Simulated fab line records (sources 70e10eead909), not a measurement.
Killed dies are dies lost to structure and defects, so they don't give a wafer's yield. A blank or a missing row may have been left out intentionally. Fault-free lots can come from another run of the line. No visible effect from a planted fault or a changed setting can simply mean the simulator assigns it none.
Which tool did it? / flow nandHarc / 12 lots, 36 wafers sampled, at 3 steps of a route of 1159

WHAT EACH GAUGE READ, for each wafer
NHARC_P_M1_INSPECT_27.
lot=L075; measured=day 6 01:52; on=defectInspect-01; rawDefectCount=609 254 258
lot=L076; measured=day 6 17:05; on=defectInspect-02; rawDefectCount=368 429 266
lot=L079; measured=day 7 12:49; on=defectInspect-02; rawDefectCount=239 308 284
lot=L083; measured=day 7 23:34; on=defectInspect-02; rawDefectCount=300 392 360
lot=L081; measured=day 7 23:40; on=defectInspect-02; rawDefectCount=339 217 245
lot=L084; measured=day 8 17:06; on=defectInspect-02; rawDefectCount=243 204 447
lot=L088; measured=day 9 15:10; on=defectInspect-02; rawDefectCount=365 331 300
lot=L089; measured=day 10 01:06; on=defectInspect-01; rawDefectCount=220 416 292
lot=L091; measured=day 10 16:05; on=defectInspect-02; rawDefectCount=261 228 343
lot=L093; measured=day 10 18:21; on=defectInspect-01; rawDefectCount=191 223 338
lot=L095; measured=day 11 11:04; on=defectInspect-01; rawDefectCount=296 273 307
lot=L097; measured=day 12 11:06; on=defectInspect-01; rawDefectCount=265 288 263

WHICH TOOL RAN EACH LOT (tool, then ch and the chambers of the sampled wafers, then the start)
lot=L075; NHARC_P_M0_DEGAS_28=pvdSputter-03, day 5 20:14; NHARC_P_M1_ANNEAL_31=rtpAnneal-02 ch 0, day 6 01:07
lot=L076; NHARC_P_M0_DEGAS_28=pvdSputter-01, day 6 11:20; NHARC_P_M1_ANNEAL_31=rtpAnneal-02 ch 0, day 6 16:17
lot=L079; NHARC_P_M0_DEGAS_28=pvdSputter-01, day 7 07:14; NHARC_P_M1_ANNEAL_31=rtpAnneal-02 ch 0, day 7 12:10
lot=L083; NHARC_P_M0_DEGAS_28=pvdSputter-02, day 7 17:06; NHARC_P_M1_ANNEAL_31=rtpAnneal-02 ch 0, day 7 22:44
lot=L081; NHARC_P_M0_DEGAS_28=pvdSputter-03, day 7 17:43; NHARC_P_M1_ANNEAL_31=rtpAnneal-01 ch 0, day 7 22:53
lot=L084; NHARC_P_M0_DEGAS_28=pvdSputter-02, day 8 11:17; NHARC_P_M1_ANNEAL_31=rtpAnneal-02 ch 0, day 8 16:17
lot=L088; NHARC_P_M0_DEGAS_28=pvdSputter-01, day 9 09:22; NHARC_P_M1_ANNEAL_31=rtpAnneal-02 ch 0, day 9 14:21
lot=L089; NHARC_P_M0_DEGAS_28=pvdSputter-02, day 9 19:02; NHARC_P_M1_ANNEAL_31=rtpAnneal-02 ch 0, day 10 00:16
lot=L091; NHARC_P_M0_DEGAS_28=pvdSputter-02, day 10 10:20; NHARC_P_M1_ANNEAL_31=rtpAnneal-01 ch 0, day 10 15:16
lot=L093; NHARC_P_M0_DEGAS_28=pvdSputter-01, day 10 12:26; NHARC_P_M1_ANNEAL_31=rtpAnneal-01 ch 0, day 10 17:38
lot=L095; NHARC_P_M0_DEGAS_28=pvdSputter-01, day 11 04:40; NHARC_P_M1_ANNEAL_31=rtpAnneal-01 ch 0, day 11 10:19
lot=L097; NHARC_P_M0_DEGAS_28=pvdSputter-03, day 12 05:17; NHARC_P_M1_ANNEAL_31=rtpAnneal-01 ch 0, day 12 10:23
- NHARC_P_M0_DEGAS_28: time 60 s.
- NHARC_P_M1_ANNEAL_31: time 90 s.

THE ANSWER, worked out from the rows above alone
Rule: the usual values come from the lots themselves. Put in order of their means at a reading, lots are off if they are a third of the lots or fewer, leave a main group of 4 or more, and stand apart from it by a gap of 3 or more times the standard deviation of the main group's means; of several such gaps the widest counts. The tables above print the reading to a certain number of digits; a main group whose means all agree to those digits is not used. Also off: a lot with no number at a reading for which 4 or more lots have one. Any other lot the step has rows for is counted as sound.
Across all readings shown, no lot is off: no conclusion can be drawn from this.

WHAT HAD BEEN PUT IN BY THE SIMULATOR
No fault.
